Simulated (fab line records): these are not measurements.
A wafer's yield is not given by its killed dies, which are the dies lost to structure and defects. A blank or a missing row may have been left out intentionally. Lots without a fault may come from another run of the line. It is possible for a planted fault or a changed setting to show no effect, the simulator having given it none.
The tool behind it: which one? | flow nand_harc | 20 lots, 60 wafers sampled, at 6 steps of a route of 1302

WHAT THE GAUGES SHOWED, per wafer
The record holds no reading of a measuring or inspecting step that can be judged against a usual standard deviation.

EACH LOT AND THE TOOL THAT RAN IT (in order: tool; ch and the chambers of the sampled wafers; start)
lot  | NHARC_A_STAIRCASE_ETCH_169         | NHARC_A_STAIRCASE_ETCH_170     | NHARC_A_STAIRCASE_TRIM_193     | NHARC_A_STAIRCASE_ETCH_203     | NHARC_A_STAIRCASE_ETCH_223     | NHARC_A_STAIRCASE_TRIM_224
L074 | rie_diel-08 ch 0,1, day 15 13:19   | rie_diel-08 ch 2,3, no start   | rie_diel-05 ch 1,3, no start   | rie_diel-05 ch 0,1,3, no start | rie_diel-13 ch 0,1,2, no start | rie_diel-13 ch 1,2,3, no start
L077 | rie_diel-05 ch 0,1,2, day 16 12:08 | rie_diel-05 ch 0,1,2, no start | rie_diel-13 ch 0,1,2, no start | rie_diel-13 ch 1,2,3, no start | rie_diel-05 ch 0,1,2, no start | rie_diel-05 ch 0,1,3, no start
L076 | rie_diel-13 ch 0,1, day 16 12:19   | rie_diel-13 ch 0,2, no start   | rie_diel-08 ch 0,1,2, no start | rie_diel-08 ch 0,1, no start   | rie_diel-08 ch 0,1,2, no start | rie_diel-08 ch 1,2,3, no start
L078 | rie_diel-05 ch 0,1, day 16 12:28   | rie_diel-05 ch 0,1,3, no start | rie_diel-05 ch 0,2, no start   | rie_diel-05 ch 0,2,3, no start | rie_diel-13 ch 1,2, no start   | rie_diel-13 ch 1,3, no start
L079 | rie_diel-05 ch 0,1,2, day 17 20:04 | rie_diel-05 ch 2,3, no start   | rie_diel-13 ch 1,2,3, no start | rie_diel-08 ch 0,2,3, no start | rie_diel-13 ch 0,1,3, no start | rie_diel-13 ch 1,3, no start
L080 | rie_diel-13 ch 0,2,3, day 17 20:15 | rie_diel-13 ch 0,1,3, no start | rie_diel-13 ch 1,2,3, no start | rie_diel-13 ch 1,2,3, no start | rie_diel-13 ch 0,1,2, no start | rie_diel-13 ch 0,2,3, no start
L081 | rie_diel-13 ch 0,2,3, day 17 20:19 | rie_diel-13 ch 0,1,3, no start | rie_diel-08 ch 1,2,3, no start | rie_diel-08 ch 0,1,3, no start | rie_diel-13 ch 0,1,3, no start | rie_diel-13 ch 0,1,3, no start
L082 | rie_diel-08 ch 0,1, day 18 19:41   | rie_diel-08 ch 0,1,2, no start | rie_diel-05 ch 0,3, no start   | rie_diel-08 ch 1,3, no start   | rie_diel-05 ch 0,1, no start   | rie_diel-05 ch 1,2,3, no start
L083 | rie_diel-13 ch 0,2,3, day 19 01:28 | rie_diel-13 ch 1,3, no start   | rie_diel-08 ch 0,1, no start   | rie_diel-08 ch 0,3, no start   | rie_diel-08 ch 0,1,2, no start | rie_diel-08 ch 1,2,3, no start
L085 | rie_diel-05 ch 2,3, day 20 10:05   | rie_diel-05 ch 1,2, no start   | rie_diel-13 ch 1,3, no start   | rie_diel-08 ch 0,1, no start   | rie_diel-13 ch 0,2, no start   | rie_diel-13 ch 0,1,3, no start
L086 | rie_diel-08 ch 0,2, day 20 16:22   | rie_diel-08 ch 1,2, no start   | rie_diel-08 ch 0,2,3, no start | rie_diel-08 ch 0,1,2, no start | rie_diel-13 ch 0,1, no start   | rie_diel-13 ch 1,2,3, no start
L087 | rie_diel-08 ch 1,2, day 21 15:05   | rie_diel-08 ch 0,2,3, no start | rie_diel-05 ch 0,3, no start   | rie_diel-05 ch 1,2, no start   | rie_diel-05 ch 0,3, no start   | rie_diel-05 ch 0,2,3, no start
L088 | rie_diel-05 ch 1,3, day 21 15:15   | rie_diel-05 ch 1,2,3, no start | rie_diel-08 ch 1,2, no start   | rie_diel-13 ch 0,2, no start   | rie_diel-08 ch 0,2, no start   | rie_diel-08 ch 1,3, no start
L090 | rie_diel-13 ch 0,3, day 22 02:58   | rie_diel-13 ch 0,3, no start   | rie_diel-13 ch 1,2, no start   | rie_diel-13 ch 0,1,3, no start | rie_diel-13 ch 1,2,3, no start | rie_diel-13 ch 0,1,2, no start
L089 | rie_diel-13 ch 1,2,3, day 22 03:07 | rie_diel-13 ch 1,2,3, no start | rie_diel-05 ch 0,2,3, no start | rie_diel-08 ch 0,1,2, no start | rie_diel-05 ch 1,2,3, no start | rie_diel-05 ch 1,2,3, no start
L093 | rie_diel-05 ch 0,3, day 24 01:27   | rie_diel-05 ch 0,2, no start   | rie_diel-05 ch 0,1,3, no start | rie_diel-13 ch 0,1,3, no start | rie_diel-13 ch 0,2,3, no start | rie_diel-13 ch 2,3, no start
L095 | rie_diel-08 ch 0,2, day 24 13:22   | rie_diel-08 ch 0,1,3, no start | rie_diel-05 ch 0,3, no start   | rie_diel-05 ch 1,3, no start   | rie_diel-13 ch 0,2,3, no start | rie_diel-13 ch 0,1, no start
L094 | rie_diel-05 ch 0,1,2, day 24 13:31 | rie_diel-05 ch 1,2,3, no start | rie_diel-05 ch 0,1,3, no start | rie_diel-13 ch 0,2,3, no start | rie_diel-08 ch 1,3, no start   | rie_diel-08 ch 1,2,3, no start
L096 | rie_diel-08 ch 2,3, day 24 21:01   | rie_diel-08 ch 1,2,3, no start | rie_diel-13 ch 0,1,2, no start | rie_diel-13 ch 0,1,3, no start | rie_diel-13 ch 1,2,3, no start | rie_diel-13 ch 0,1,2, no start
L097 | rie_diel-08 ch 0,1,3, day 25 08:28 | rie_diel-08 ch 0,2,3, no start | rie_diel-08 ch 0,1,3, no start | rie_diel-13 ch 2,3, no start   | rie_diel-13 ch 0,1,3, no start | rie_diel-13 ch 0,1,2, no start
- NHARC_A_STAIRCASE_ETCH_169: etches the open film in CH3F/O2, target depth 50 nm, time 107.1 s.
- NHARC_A_STAIRCASE_ETCH_170: etches the open film in C4F6/O2, target depth 200 nm, time 66.667 s.
- NHARC_A_STAIRCASE_TRIM_193: chemistry O2, time 211.2 s.
- NHARC_A_STAIRCASE_ETCH_203: etches the open film in C4F8/O2, target depth 100 nm, time 40.5 s.
- NHARC_A_STAIRCASE_ETCH_223: etches the open film in C4F8/O2, target depth 100 nm, time 40.5 s.
- NHARC_A_STAIRCASE_TRIM_224: chemistry O2, time 211.2 s.

AS READ BY THE TOOLS THEMSELVES (means over the sampled wafers that have a number; for cases with no such wafer, the mark the record gives instead)
NHARC_A_STAIRCASE_ETCH_169. Usual: bias_w 100.0 W (standard deviation 0.31); drypump_motor_current_A 5.9 A (standard deviation 0.34); mfc_ar_sccm 200.0 sccm (standard deviation 0.65); oes_product_au 0.961 a.u. (standard deviation 0.017); rf_vpp_V 244.8 V (standard deviation 2.1); showerhead_plenum_p_Torr 2.50 Torr (standard deviation 0.13); throttle_valve_pct 20.664 % (standard deviation 0.0086).
lot  | tool        | bias_w (W) | drypump_motor_current_A (A) | mfc_ar_sccm (sccm) | oes_product_au (a.u.) | rf_vpp_V (V) | showerhead_plenum_p_Torr (Torr) | throttle_valve_pct (%) | flag
L074 | rie_diel-08 | 100.0      | 6.0                         | 200.6              | 0.939                 | 244.7        | 2.49                            | 20.668                 |
L077 | rie_diel-05 | 99.9       | 5.9                         | 200.5              | 0.976                 | 244.0        | 2.44                            | 20.659                 |
L076 | rie_diel-13 | 99.9       | 6.3                         | 200.5              | 0.970                 | 244.7        | 2.51                            | 20.659                 |
L078 | rie_diel-05 | 100.3      | 5.8                         | 200.4              | 0.967                 | 242.9        | 2.40                            | 20.660                 |
L079 | rie_diel-05 | 99.9       | 5.9                         | 200.1              | 0.969                 | 243.4        | 2.44                            | 20.662                 |
L080 | rie_diel-13 | 100.1      | 5.7                         | 200.3              | 0.954                 | 243.9        | 2.42                            | 20.670                 |
L081 | rie_diel-13 | 99.6       | 5.7                         | 200.4              | 0.947                 | 244.0        | 2.42                            | 20.665                 |
L082 | rie_diel-08 | 99.9       | 6.0                         | 200.4              | 0.942                 | 244.2        | 2.48                            | 20.669                 |
L083 | rie_diel-13 | 100.0      | 5.7                         | 200.1              | 0.971                 | 243.2        | 2.42                            | 20.673                 |
L085 | rie_diel-05 | 100.1      | 5.9                         | 199.1              | 0.922                 | 243.8        | 2.42                            | 20.669                 |
L086 | rie_diel-08 | 100.0      | 6.0                         | 200.1              | 0.975                 | 246.1        | 2.57                            | 20.662                 |
L087 | rie_diel-08 | 99.8       | 6.0                         | 199.4              | 0.954                 | 246.5        | 2.64                            | 20.674                 |
L088 | rie_diel-05 | 100.1      | 6.1                         | 200.2              | 0.948                 | 245.4        | 2.56                            | 20.663                 |
L090 | rie_diel-13 | 100.0      | 5.7                         | 199.9              | 0.969                 | 241.6        | 2.30                            | 20.673                 |
L089 | rie_diel-13 | 100.3      | 6.1                         | 200.4              | 0.963                 | 244.4        | 2.50                            | 20.669                 |
L093 | rie_diel-05 | 99.9       | 5.9                         | 199.8              | 0.949                 | 244.4        | 2.49                            | 20.670                 |
L095 | rie_diel-08 | 100.0      | 6.0                         | 199.3              | 0.972                 | 245.7        | 2.56                            | 20.662                 |
L094 | rie_diel-05 | 100.3      | 5.9                         | 200.2              | 0.965                 | 245.2        | 2.55                            | 20.665                 |
L096 | rie_diel-08 | 99.5       | 5.7                         | 200.3              | 0.963                 | 246.3        | 2.57                            | 20.665                 |
L097 | rie_diel-08 | 100.2      | 5.8                         | 199.6              | 0.951                 | 244.3        | 2.48                            | 20.663                 |

NHARC_A_STAIRCASE_ETCH_170. Usual: bias_w 500.4 W (standard deviation 1.5); drypump_motor_current_A 5.9 A (standard deviation 0.33); mfc_ar_sccm 500.0 sccm (standard deviation 1.5); oes_product_au 0.976 a.u. (standard deviation 0.016); rf_vpp_V 548 V (standard deviation 4.1); showerhead_plenum_p_Torr 3.98 Torr (standard deviation 0.2); throttle_valve_pct 26.903 % (standard deviation 0.0095).
lot  | tool        | bias_w (W) | drypump_motor_current_A (A) | mfc_ar_sccm (sccm) | oes_product_au (a.u.) | rf_vpp_V (V) | showerhead_plenum_p_Torr (Torr) | throttle_valve_pct (%) | flag
L074 | rie_diel-08 | 503.1      | 5.7                         | 498.9              | 0.963                 | 544          | 3.75                            | 26.901                 |
L077 | rie_diel-05 | 500.4      | 5.9                         | 499.4              | 1.002                 | 548          | 3.90                            | 26.896                 |
L076 | rie_diel-13 | 499.4      | 5.6                         | 501.2              | 0.964                 | 547          | 3.88                            | 26.901                 |
L078 | rie_diel-05 | 500.5      | 5.9                         | 498.7              | 0.977                 | 547          | 3.92                            | 26.907                 |
L079 | rie_diel-05 | 500.3      | 5.9                         | 500.1              | 0.984                 | 545          | 3.85                            | 26.903                 |
L080 | rie_diel-13 | 500.8      | 6.0                         | 498.3              | 0.978                 | 545          | 3.85                            | 26.901                 |
L081 | rie_diel-13 | 499.6      | 6.0                         | 499.6              | 0.973                 | 546          | 3.85                            | 26.903                 |
L082 | rie_diel-08 | 500.6      | 6.1                         | 499.9              | 0.958                 | 550          | 4.08                            | 26.902                 |
L083 | rie_diel-13 | 498.8      | 6.1                         | 499.8              | 0.981                 | 545          | 3.83                            | 26.902                 |
L085 | rie_diel-05 | 501.0      | 5.9                         | 500.1              | 0.937                 | 547          | 3.94                            | 26.902                 |
L086 | rie_diel-08 | 501.0      | 6.2                         | 500.1              | 0.977                 | 552          | 4.19                            | 26.897                 |
L087 | rie_diel-08 | 499.6      | 5.7                         | 500.2              | 0.967                 | 548          | 3.99                            | 26.903                 |
L088 | rie_diel-05 | 502.5      | 6.0                         | 500.1              | 0.978                 | 548          | 3.95                            | 26.892                 |
L090 | rie_diel-13 | 500.5      | 5.7                         | 499.5              | 0.991                 | 541          | 3.69                            | 26.898                 |
L089 | rie_diel-13 | 502.5      | 6.1                         | 500.9              | 0.980                 | 548          | 3.99                            | 26.898                 |
L093 | rie_diel-05 | 500.0      | 5.7                         | 500.8              | 0.981                 | 550          | 4.07                            | 26.899                 |
L095 | rie_diel-08 | 501.2      | 5.8                         | 500.2              | 0.987                 | 548          | 3.96                            | 26.902                 |
L094 | rie_diel-05 | 498.7      | 6.0                         | 500.2              | 0.974                 | 548          | 3.94                            | 26.905                 |
L096 | rie_diel-08 | 498.8      | 5.8                         | 500.2              | 0.975                 | 550          | 4.08                            | 26.912                 |
L097 | rie_diel-08 | 500.0      | 5.7                         | 501.5              | 0.984                 | 547          | 3.97                            | 26.901                 |

NHARC_A_STAIRCASE_TRIM_193. Usual: drypump_motor_current_A 5.9 A, standard deviation 0.34; mfc_ar_sccm 0.011 sccm, standard deviation 0.012; oes_product_au 1.002 a.u., standard deviation 0.0092; rf_vpp_V 57.9 V, standard deviation 0.92; showerhead_plenum_p_Torr 3.59 Torr, standard deviation 0.18; throttle_valve_pct 17.037 %, standard deviation 0.0096.
lot  | tool        | drypump_motor_current_A (A) | mfc_ar_sccm (sccm) | oes_product_au (a.u.) | rf_vpp_V (V) | showerhead_plenum_p_Torr (Torr) | throttle_valve_pct (%) | flag
L074 | rie_diel-05 | 6.1                         | 0.010              | 1.001                 | 58.6         | 3.69                            | 17.036                 |
L077 | rie_diel-13 | 6.0                         | 0.009              | 0.997                 | 57.1         | 3.62                            | 17.039                 |
L076 | rie_diel-08 | 6.1                         | 0.014              | 1.002                 | 57.5         | 3.69                            | 17.041                 |
L078 | rie_diel-05 | 5.7                         | 0.010              | 1.016                 | 56.2         | 3.33                            | 17.035                 |
L079 | rie_diel-13 | 6.1                         | 0.009              | 1.005                 | 57.8         | 3.60                            | 17.039                 |
L080 | rie_diel-13 | 6.1                         | 0.009              | 1.008                 | 57.1         | 3.60                            | 17.044                 |
L081 | rie_diel-08 | 5.8                         | 0.006              | 1.009                 | 58.4         | 3.70                            | 17.036                 |
L082 | rie_diel-05 | 5.9                         | 0.019              | 1.007                 | 57.5         | 3.59                            | 17.042                 |
L083 | rie_diel-08 | 6.0                         | 0.017              | 1.001                 | 57.9         | 3.56                            | 17.034                 |
L085 | rie_diel-13 | 6.1                         | 0.007              | 1.005                 | 57.2         | 3.44                            | 17.033                 |
L086 | rie_diel-08 | 5.7                         | 0.014              | 0.996                 | 58.1         | 3.59                            | 17.036                 |
L087 | rie_diel-05 | 5.7                         | 0.010              | 1.009                 | 58.0         | 3.69                            | 17.037                 |
L088 | rie_diel-08 | 6.2                         | 0.006              | 1.006                 | 58.8         | 3.77                            | 17.039                 |
L090 | rie_diel-13 | 6.0                         | 0.011              | 0.998                 | 58.2         | 3.74                            | 17.039                 |
L089 | rie_diel-05 | 5.8                         | 0.020              | 1.009                 | 58.2         | 3.56                            | 17.039                 |
L093 | rie_diel-05 | 5.9                         | 0.010              | 0.999                 | 58.4         | 3.67                            | 17.034                 |
L095 | rie_diel-05 | 5.9                         | 0.019              | 1.001                 | 58.3         | 3.57                            | 17.032                 |
L094 | rie_diel-05 | 5.9                         | 0.010              | 1.007                 | 57.2         | 3.66                            | 17.039                 |
L096 | rie_diel-13 | 6.0                         | 0.009              | 0.994                 | 58.4         | 3.58                            | 17.031                 |
L097 | rie_diel-08 | 5.8                         | 0.008              | 1.003                 | 57.9         | 3.56                            | 17.033                 |

NHARC_A_STAIRCASE_ETCH_203. Usual: bias_w 1000 W, standard deviation 3.1; oes_product_au 0.945 a.u., standard deviation 0.0099; rf_vpp_V 897 V, standard deviation 7.1.
lot  | tool        | bias_w (W) | oes_product_au (a.u.) | rf_vpp_V (V) | flag
L074 | rie_diel-05 | 1000       | 0.935                 | 895          |
L077 | rie_diel-13 | 1001       | 0.947                 | 899          |
L076 | rie_diel-08 | 1000       | 0.951                 | 898          |
L078 | rie_diel-05 | 1001       | 0.954                 | 891          |
L079 | rie_diel-08 | 1003       | 0.944                 | 899          |
L080 | rie_diel-13 | 1003       | 0.953                 | 898          |
L081 | rie_diel-08 | 1003       | 0.947                 | 899          |
L082 | rie_diel-08 | 1004       | 0.951                 | 901          |
L083 | rie_diel-08 | 1000       | 0.948                 | 896          |
L085 | rie_diel-08 | 1000       | 0.938                 | 898          |
L086 | rie_diel-08 | 999        | 0.939                 | 901          |
L087 | rie_diel-05 | 1000       | 0.945                 | 896          |
L088 | rie_diel-13 | 1001       | 0.944                 | 899          |
L090 | rie_diel-13 | 1003       | 0.949                 | 894          |
L089 | rie_diel-08 | 1003       | 0.946                 | 901          |
L093 | rie_diel-13 | 1000       | 0.942                 | 892          |
L095 | rie_diel-05 | 998        | 0.938                 | 897          |
L094 | rie_diel-13 | 999        | 0.941                 | 893          |
L096 | rie_diel-13 | 1000       | 0.944                 | 892          |
L097 | rie_diel-13 | 1001       | 0.944                 | 892          |

NHARC_A_STAIRCASE_ETCH_223. Usual: bias_w 1000 W, standard deviation 3.1; oes_product_au 0.943 a.u., standard deviation 0.012; rf_vpp_V 897 V, standard deviation 7.1.
lot  | tool        | bias_w (W) | oes_product_au (a.u.) | rf_vpp_V (V) | flag
L074 | rie_diel-13 | 999        | 0.950                 | 900          |
L077 | rie_diel-05 | 1000       | 0.957                 | 895          |
L076 | rie_diel-08 | 1003       | 0.942                 | 901          |
L078 | rie_diel-13 | 1003       | 0.942                 | 903          |
L079 | rie_diel-13 | 998        | 0.946                 | 894          |
L080 | rie_diel-13 | 1001       | 0.939                 | 898          |
L081 | rie_diel-13 | 1000       | 0.941                 | 893          |
L082 | rie_diel-05 | 1003       | 0.934                 | 905          |
L083 | rie_diel-08 | 1004       | 0.950                 | 900          |
L085 | rie_diel-13 | 998        | 0.945                 | 894          |
L086 | rie_diel-13 | 997        | 0.946                 | 898          |
L087 | rie_diel-05 | 999        | 0.945                 | 902          |
L088 | rie_diel-08 | 998        | 0.946                 | 897          |
L090 | rie_diel-13 | 999        | 0.951                 | 898          |
L089 | rie_diel-05 | 1001       | 0.947                 | 897          |
L093 | rie_diel-13 | 1003       | 0.941                 | 893          |
L095 | rie_diel-13 | 1002       | 0.944                 | 893          |
L094 | rie_diel-08 | 1000       | 0.936                 | 901          |
L096 | rie_diel-13 | 1002       | 0.957                 | 897          |
L097 | rie_diel-13 | 1002       | 0.934                 | 893          |

NHARC_A_STAIRCASE_TRIM_224. Usual: drypump_motor_current_A 5.9 A, standard deviation 0.39; mfc_ar_sccm 0.009 sccm, standard deviation 0.011; oes_product_au 1.003 a.u., standard deviation 0.011; rf_vpp_V 57.9 V, standard deviation 1; showerhead_plenum_p_Torr 3.56 Torr, standard deviation 0.2; throttle_valve_pct 17.037 %, standard deviation 0.0096.
lot  | tool        | drypump_motor_current_A (A) | mfc_ar_sccm (sccm) | oes_product_au (a.u.) | rf_vpp_V (V) | showerhead_plenum_p_Torr (Torr) | throttle_valve_pct (%) | flag
L074 | rie_diel-13 | 6.1                         | 0.009              | 1.004                 | 58.3         | 3.61                            | 17.042                 |
L077 | rie_diel-05 | 5.9                         | 0.010              | 1.012                 | 58.6         | 3.52                            | 17.040                 |
L076 | rie_diel-08 | 5.8                         | 0.006              | 0.999                 | 57.7         | 3.71                            | 17.033                 |
L078 | rie_diel-13 | 6.2                         | 0.007              | 1.002                 | 57.3         | 3.45                            | 17.032                 |
L079 | rie_diel-13 | 6.4                         | 0.013              | 1.008                 | 57.5         | 3.59                            | 17.035                 |
L080 | rie_diel-13 | 5.7                         | 0.002              | 1.007                 | 57.7         | 3.47                            | 17.035                 |
L081 | rie_diel-13 | 6.0                         | 0.007              | 1.004                 | 57.3         | 3.46                            | 17.031                 |
L082 | rie_diel-05 | 6.0                         | 0.020              | 0.999                 | 58.0         | 3.57                            | 17.040                 |
L083 | rie_diel-08 | 5.8                         | 0.006              | 1.012                 | 58.2         | 3.70                            | 17.041                 |
L085 | rie_diel-13 | 6.0                         | 0.007              | 1.004                 | 57.6         | 3.45                            | 17.031                 |
L086 | rie_diel-13 | 6.1                         | 0.009              | 1.012                 | 57.7         | 3.59                            | 17.033                 |
L087 | rie_diel-05 | 5.8                         | 0.020              | 1.007                 | 57.9         | 3.57                            | 17.037                 |
L088 | rie_diel-08 | 5.6                         | 0.000              | 1.005                 | 58.2         | 3.60                            | 17.038                 |
L090 | rie_diel-13 | 6.0                         | 0.009              | 1.002                 | 57.8         | 3.59                            | 17.043                 |
L089 | rie_diel-05 | 6.0                         | 0.020              | 1.003                 | 57.2         | 3.55                            | 17.041                 |
L093 | rie_diel-13 | 5.9                         | 0.002              | 0.994                 | 57.8         | 3.44                            | 17.032                 |
L095 | rie_diel-13 | 6.3                         | 0.013              | 1.003                 | 58.4         | 3.58                            | 17.039                 |
L094 | rie_diel-08 | 5.8                         | 0.006              | 1.010                 | 58.4         | 3.68                            | 17.045                 |
L096 | rie_diel-13 | 6.0                         | 0.009              | 0.995                 | 58.7         | 3.58                            | 17.033                 |
L097 | rie_diel-13 | 6.0                         | 0.009              | 0.994                 | 58.2         | 3.58                            | 17.038                 |

THE ANSWER, worked out from the rows above alone
Rule: a lot counts as off when the mean over its wafers that have a number is more than 3 standard deviations away from the usual mean. A lot without any number at a reading at which 4 lots or more have one is off too. Any other lot the step has rows for is counted as sound. Order of review: gauges by route order, followed by the tools' own readings, for which a lot's mean as printed above is used. The first step at which some lot is off is used, and at that step the reading that is off furthest; a lot without a number counts as furthest.
Nothing can be told from this: no lot is off at any reading shown.

WHAT THE SIMULATOR HAD INSERTED
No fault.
